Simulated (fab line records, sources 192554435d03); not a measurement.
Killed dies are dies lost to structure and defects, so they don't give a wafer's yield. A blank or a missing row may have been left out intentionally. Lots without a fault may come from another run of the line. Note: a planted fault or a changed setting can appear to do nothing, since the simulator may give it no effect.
The tool behind it: which one? + flow n5Finfet + 26 wafers from 9 lots sampled at 6 of the route's 1938 steps

WHAT THE GAUGES SHOWED, per wafer
N5_FIN_SAQP_OCD_MEAS_76. Usual: 119.2 nm for trenchDepthNm, sd 1.5.
| lot  | measured    | on     | trenchDepthNm (nm) | flag |
|------|-------------|--------|--------------------|------|
| L289 | day 2 20:18 | ocd-01 | 117.5 119.5 118.5  |      |
| L293 | day 3 21:25 | ocd-01 | 118.2 116.1 120.6  |      |
| L294 | day 4 02:58 | ocd-01 | 119.1 120.2 118.1  |      |
| L295 | day 4 08:52 | ocd-02 | 118.1 119.2 120.6  |      |
| L300 | day 5 15:38 | ocd-02 | 120.2 118.8 117.1  |      |
| L301 | day 5 21:17 | ocd-02 | 118.8 194.7 118.9  | OFF  |
| L302 | day 6 02:33 | ocd-01 | 119.7 195.8        | OFF  |
| L306 | day 7 03:55 | ocd-01 | 122.1 119.0 118.8  |      |
| L307 | day 7 09:02 | ocd-02 | 119.1 119.5 117.7  |      |

N5_BEOL_M4_RC_MEAS_101. Usual: DIBL_N 36.5 mV/V, standard deviation 2; DIBL_P 36.5 mV/V, standard deviation 2.3; IOFF_N 0.16 nA/um, standard deviation 0.036; IOFF_P 0.21 nA/um, standard deviation 0.037; ION_N 672 uA/um, standard deviation 12; ION_P 459 uA/um, standard deviation 7.1; SS_N 71.6 mV/dec, standard deviation 0.73; SS_P 73.4 mV/dec, standard deviation 0.76; VT_N 250 mV, standard deviation 3.3; VT_P -250.5 mV, standard deviation 2.9.
| lot  | measured     | on        | DIBL_N (mV/V)  | DIBL_P (mV/V)  | IOFF_N (nA/um) | IOFF_P (nA/um) | ION_N (uA/um) | ION_P (uA/um) | SS_N (mV/dec)  | SS_P (mV/dec)  | VT_N (mV)   | VT_P (mV)            | flag |
|------|--------------|-----------|----------------|----------------|----------------|----------------|---------------|---------------|----------------|----------------|-------------|----------------------|------|
| L289 | day 8 21:33  | prober-02 | 36.7 34.8 35.7 | 36.7 35.0 36.1 | 0.18 0.14 0.16 | 0.21 0.19 0.20 | 680 679 670   | 458 463 464   | 71.9 71.4 71.3 | 73.9 73.4 73.5 | 246 251 249 | -251.4 -252.9 -251.7 |      |
| L293 | day 10 07:19 | prober-01 | 36.5 38.1 37.2 | 35.9 39.1 37.3 | 0.14 0.18 0.16 | 0.19 0.24 0.21 | 661 683 671   | 453 469 459   | 72.5 72.6 72.4 | 72.6 73.7 73.2 | 251 249 249 | -252.4 -247.1 -249.2 |      |
| L294 | day 10 11:02 | prober-01 | 36.7 34.2 36.2 | 35.7 33.3 34.4 | 0.15 0.12 0.14 | 0.18 0.16 0.17 | 670 660 665   | 459 451 450   | 70.9 70.6 70.7 | 73.6 72.8 73.2 | 249 252 250 | -253.0 -255.4 -252.7 |      |
| L295 | day 10 13:35 | prober-02 | 37.6 36.0 33.6 | 38.5 36.5 33.9 | 0.18 0.15 0.11 | 0.23 0.19 0.16 | 675 680 664   | 461 461 451   | 72.6 71.7 70.6 | 74.5 73.3 72.6 | 248 249 255 | -248.7 -250.3 -253.8 |      |
| L300 | day 11 17:46 | prober-02 | 38.6 36.4 38.8 | 38.0 35.2 38.0 | 0.19 0.14 0.18 | 0.24 0.18 0.23 | 666 649 664   | 449 452 457   | 72.4 72.4 72.6 | 73.0 72.6 73.2 | 248 254 253 | -249.1 -252.1 -249.6 |      |
| L301 | day 11 23:17 | prober-01 | 35.6 35.0 33.8 | 38.7 36.4 34.8 | 0.16 0.13 0.12 | 0.20 0.17 0.15 | 675 658 659   | 459 448 451   | 71.5 71.4 71.3 | 74.3 73.5 72.7 | 250 255 255 | -251.6 -255.2 -258.8 |      |
| L302 | day 11 22:51 | prober-02 | 37.3 37.2      | 34.9 35.3      | 0.14 0.15      | 0.19 0.20      | 645 667       | 444 456       | 71.8 70.9      | 72.9 73.1      | 253 253     | -251.0 -249.0        |      |
| L306 | day 13 10:04 | prober-02 | 36.7 38.1 38.2 | 36.8 38.8 38.9 | 0.15 0.17 0.17 | 0.20 0.22 0.23 | 670 671 678   | 454 458 458   | 71.4 71.5 72.2 | 73.5 73.9 73.0 | 253 248 249 | -255.1 -251.8 -251.8 |      |
| L307 | day 13 09:34 | prober-01 | 39.5 36.8 34.2 | 41.0 37.8 34.2 | 0.23 0.18 0.12 | 0.29 0.24 0.17 | 697 688 664   | 475 464 459   | 71.6 71.4 71.0 | 74.7 73.5 72.8 | 243 246 254 | -246.4 -246.8 -250.7 |      |

WHAT TOOL EACH LOT RAN ON (gives the tool, then ch and the chambers of the sampled wafers, and finally the start)
| lot  | N5_FIN_SAQP_RECESS_63            | N5_FIN_SAQP_ETCH_69              | N5_FIN_SAQP_ETCH_64            | N5_FIN_SAQP_FIN_ETCH_36        |
|------|----------------------------------|----------------------------------|--------------------------------|--------------------------------|
| L289 | vaporEtch-01 ch 0,1, day 2 17:58 | rieDiel-01 ch 1,3, day 2 18:39   | rieSi-03 ch 0,1,3, day 2 20:04 | rieSi-03 ch 0,1,3, day 2 20:05 |
| L293 | vaporEtch-01 ch 0,1, day 3 19:21 | rieDiel-01 ch 0,2,3, day 3 19:52 | rieSi-02 ch 0,1,2, day 3 21:11 | rieSi-02 ch 0,1,2, day 3 21:13 |
| L294 | vaporEtch-01 ch 0,1, day 4 01:08 | rieDiel-06 ch 2,3, day 4 01:35   | rieSi-03 ch 0,1,3, day 4 02:43 | rieSi-03 ch 0,1,3, day 4 02:44 |
| L295 | vaporEtch-02 ch 0,1, day 4 06:55 | rieDiel-05 ch 1,2,3, day 4 07:22 | rieSi-03 ch 0,1,3, day 4 08:38 | rieSi-03 ch 0,1,3, day 4 08:39 |
| L300 | vaporEtch-02 ch 0,1, day 5 13:35 | rieDiel-01 ch 0,1,2, day 5 14:02 | rieSi-05 ch 1,2,3, day 5 15:23 | rieSi-05 ch 1,2,3, day 5 15:25 |
| L301 | vaporEtch-01 ch 0,1, day 5 19:27 | rieDiel-06 ch 0,1,2, day 5 19:54 | rieSi-03 ch 0,1,3, day 5 21:02 | rieSi-03 ch 0,1,3, day 5 21:04 |
| L302 | vaporEtch-01 ch 0, day 6 00:40   | rieDiel-06 ch 2,3, day 6 01:07   | rieSi-03 ch 2,3, day 6 02:19   | rieSi-03 ch 2,3, day 6 02:20   |
| L306 | vaporEtch-01 ch 0,1, day 7 02:11 | rieDiel-06 ch 1,2,3, day 7 02:31 | rieSi-05 ch 0,2,3, day 7 03:40 | rieSi-05 ch 0,2,3, day 7 03:41 |
| L307 | vaporEtch-02 ch 0,1, day 7 06:55 | rieDiel-05 ch 0,1, day 7 07:17   | rieSi-05 ch 0,1,3, day 7 08:47 | rieSi-05 ch 0,1,3, day 7 08:49 |
- N5_FIN_SAQP_RECESS_63: chemistry HF/NH3, target SiO2, target depth 18 nm, afs cycles 3, sublimation time 60 s.
- N5_FIN_SAQP_ETCH_69: etches SOC in N2/H2, stops on SiNx, target depth 150 nm.
- N5_FIN_SAQP_ETCH_64: etches SiO2 in CF4, target depth 1.5 nm.
- N5_FIN_SAQP_FIN_ETCH_36: etches the open film in HBr/Cl2/O2, target depth 120 nm, time 50.4 s.

AS READ BY THE TOOLS THEMSELVES (means over the sampled wafers that have a number; for cases with no such wafer, the mark the record gives instead)
N5_FIN_SAQP_RECESS_63. Usual: 5.6 A for drypumpMotorCurrentA, sd 0.44.
| lot  | tool         | drypumpMotorCurrentA (A) | flag |
|------|--------------|--------------------------|------|
| L289 | vaporEtch-01 | 5.9                      |      |
| L293 | vaporEtch-01 | 5.5                      |      |
| L294 | vaporEtch-01 | 5.5                      |      |
| L295 | vaporEtch-02 | 5.5                      |      |
| L300 | vaporEtch-02 | 5.5                      |      |
| L301 | vaporEtch-01 | 5.9                      |      |
| L302 | vaporEtch-01 | 5.2                      |      |
| L306 | vaporEtch-01 | 5.9                      |      |
| L307 | vaporEtch-02 | 5.5                      |      |

N5_FIN_SAQP_ETCH_69. Usual: drypumpMotorCurrentA 5.8 A, standard deviation 0.58; oesProductAu 0.76 a.u., standard deviation 0.069; rfVppV 240.3 V, standard deviation 1.3; showerheadPlenumPTorr 2.52 Torr, standard deviation 0.074; throttleValvePct 17.84 %, standard deviation 0.14.
| lot  | tool       | drypumpMotorCurrentA (A) | oesProductAu (a.u.) | rfVppV (V) | showerheadPlenumPTorr (Torr) | throttleValvePct (%) | flag |
|------|------------|--------------------------|---------------------|------------|------------------------------|----------------------|------|
| L289 | rieDiel-01 | 5.5                      | 0.75                | 241.3      | 2.57                         | 17.87                |      |
| L293 | rieDiel-01 | 6.3                      | 0.72                | 239.4      | 2.53                         | 17.77                |      |
| L294 | rieDiel-06 | 5.0                      | 0.83                | 239.9      | 2.48                         | 17.68                |      |
| L295 | rieDiel-05 | 6.1                      | 0.81                | 240.5      | 2.49                         | 17.84                |      |
| L300 | rieDiel-01 | 6.1                      | 0.73                | 240.2      | 2.50                         | 17.87                |      |
| L301 | rieDiel-06 | 5.8                      | 0.75                | 239.8      | 2.52                         | 17.80                |      |
| L302 | rieDiel-06 | 5.0                      | 0.82                | 239.5      | 2.48                         | 17.65                |      |
| L306 | rieDiel-06 | 5.3                      | 0.75                | 240.2      | 2.52                         | 17.77                |      |
| L307 | rieDiel-05 | 5.8                      | 0.79                | 240.2      | 2.54                         | 17.98                |      |

N5_FIN_SAQP_ETCH_64. Usual: drypumpMotorCurrentA 5.7 A, standard deviation 0.35; oesProductAu 0.997 a.u., standard deviation 0.022; throttleValvePct 21.90 %, standard deviation 0.25.
| lot  | tool     | drypumpMotorCurrentA (A) | oesProductAu (a.u.) | throttleValvePct (%) | flag |
|------|----------|--------------------------|---------------------|----------------------|------|
| L289 | rieSi-03 | 6.1                      | 0.999               | 22.14                |      |
| L293 | rieSi-02 | 5.8                      | 0.978               | 21.84                |      |
| L294 | rieSi-03 | 6.1                      | 1.000               | 22.14                |      |
| L295 | rieSi-03 | 6.1                      | 1.001               | 22.14                |      |
| L300 | rieSi-05 | 5.4                      | 1.004               | 21.77                |      |
| L301 | rieSi-03 | 6.1                      | 1.005               | 22.15                |      |
| L302 | rieSi-03 | 5.7                      | 1.004               | 21.91                |      |
| L306 | rieSi-05 | 5.3                      | 0.996               | 21.57                |      |
| L307 | rieSi-05 | 5.5                      | 0.980               | 21.80                |      |

N5_FIN_SAQP_FIN_ETCH_36. Usual: drypumpMotorCurrentA 5.7 A, standard deviation 0.35; mfcCl2Sccm 80.04 sccm, standard deviation 0.23; oesProductAu 0.996 a.u., standard deviation 0.021; throttleValvePct 36.2 %, standard deviation 0.36.
| lot  | tool     | drypumpMotorCurrentA (A) | mfcCl2Sccm (sccm) | oesProductAu (a.u.) | throttleValvePct (%) | flag |
|------|----------|--------------------------|-------------------|---------------------|----------------------|------|
| L289 | rieSi-03 | 6.1                      | 80.13             | 0.994               | 36.6                 |      |
| L293 | rieSi-02 | 5.8                      | 80.17             | 0.981               | 36.1                 |      |
| L294 | rieSi-03 | 6.1                      | 80.00             | 0.998               | 36.6                 |      |
| L295 | rieSi-03 | 6.1                      | 80.31             | 0.995               | 36.6                 |      |
| L300 | rieSi-05 | 5.4                      | 79.94             | 1.000               | 35.9                 |      |
| L301 | rieSi-03 | 6.1                      | 80.03             | 1.149               | 36.3                 | OFF  |
| L302 | rieSi-03 | 5.7                      | 80.38             | 1.236               | 35.8                 | OFF  |
| L306 | rieSi-05 | 5.3                      | 80.01             | 0.994               | 35.7                 |      |
| L307 | rieSi-05 | 5.5                      | 80.20             | 0.987               | 36.1                 |      |

THE ANSWER, worked out from the rows above alone
Rule: a lot is off if the mean of its wafers that have a number lies more than 3 standard deviations from the usual mean. A lot without any number at a reading at which 4 lots or more have one is off too. All remaining lots with rows at the step are treated as sound. First the gauges in route order, then the tools' own readings, where a lot's mean is used as printed above. At the first step where some lot is off, the reading lying furthest off is the one used; lots without a number count as furthest.
Off at N5_FIN_SAQP_OCD_MEAS_76 (trenchDepthNm): L301, L302.
If a tool, at a process step before that reading, ran all the lots that are off and no sound lot after the first of them, it fits. The gauges at N5_FIN_SAQP_OCD_MEAS_76 aren't tried: what is off there is off at N5_FIN_SAQP_FIN_ETCH_36 too, on other tools, and a gauge's error can't cause that. One fits: N5_FIN_SAQP_ETCH_64 and N5_FIN_SAQP_FIN_ETCH_36 on rieSi-03. At N5_FIN_SAQP_ETCH_64 its last sound lot is L295 (day 4 08:38), its first lot that is off L301 (day 5 21:02): a fault that began between those two fits.

WHAT THE SIMULATOR HAD INSERTED
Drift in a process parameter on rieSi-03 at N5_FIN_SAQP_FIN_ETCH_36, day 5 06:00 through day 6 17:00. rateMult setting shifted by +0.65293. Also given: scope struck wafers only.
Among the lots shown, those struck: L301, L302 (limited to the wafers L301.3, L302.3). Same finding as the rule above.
